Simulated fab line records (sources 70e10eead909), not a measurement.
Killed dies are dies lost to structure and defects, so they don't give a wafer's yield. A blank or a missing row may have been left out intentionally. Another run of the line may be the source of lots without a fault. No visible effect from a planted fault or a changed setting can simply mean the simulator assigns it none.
Matching of chambers -- flow nand-harc -- pecvd-04 running NHARC_P_CONTACT_DEP_30: 3 sister chambers
The step deposits SiNx, target thk 30 nm. 14 wafers are shown with their chamber, then 7 later ones without.

## WAFERS WITH THEIR CHAMBER
wafer,chamber,heater-power-w (W)
L196.1,0,754
L196.2,1,609
L196.5,1,605
L201.2,2,640
L201.4,0,710
L201.5,2,644
L205.1,2,728
L205.4,2,698
L205.6,0,686
L206.2,2,768
L206.3,0,830
L206.5,0,812
L207.1,0,734
L207.2,1,718

SIGNATURES, as means of the wafers listed above
reading,chamber 0,chamber 1,chamber 2,scatter within a chamber
heater-power-w,754.33,644.00,695.60,57.5
Rule: distance of a wafer from a chamber = root of the sum over the readings of ((wafer's reading minus chamber's mean) / reading's scatter) squared. If the next closest chamber is less than 2 further off than the closest, the wafer can't be placed; otherwise it belongs to the closest. The scatter: the root of (the sum of the squares of (reading less its chamber's mean) over the shown wafers, divided by (wafers less chambers)).

## WAFERS WITHOUT THEIR CHAMBER
wafer,heater-power-w (W)
L207.3,725
L208.3,727
L208.4,721
L208.6,692
L216.2,813
L216.3,712
L216.6,819

## CHAMBER TAKEN BY EACH
wafer,from the rows above,in truth
L207.3,can't be placed: 0 or 2 or 1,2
L208.3,can't be placed: 0 or 2 or 1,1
L208.4,can't be placed: 2 or 0 or 1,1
L208.6,can't be placed: 2 or 1 or 0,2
L216.2,can't be placed: 0 or 2 or 1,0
L216.3,can't be placed: 2 or 0 or 1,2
L216.6,can't be placed: 0 or 2 or 1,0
Placed correctly: 0 of 7. From these rows, 7 cannot be placed; in 7 the true chamber is one of the candidates. Number placed wrongly: 0.
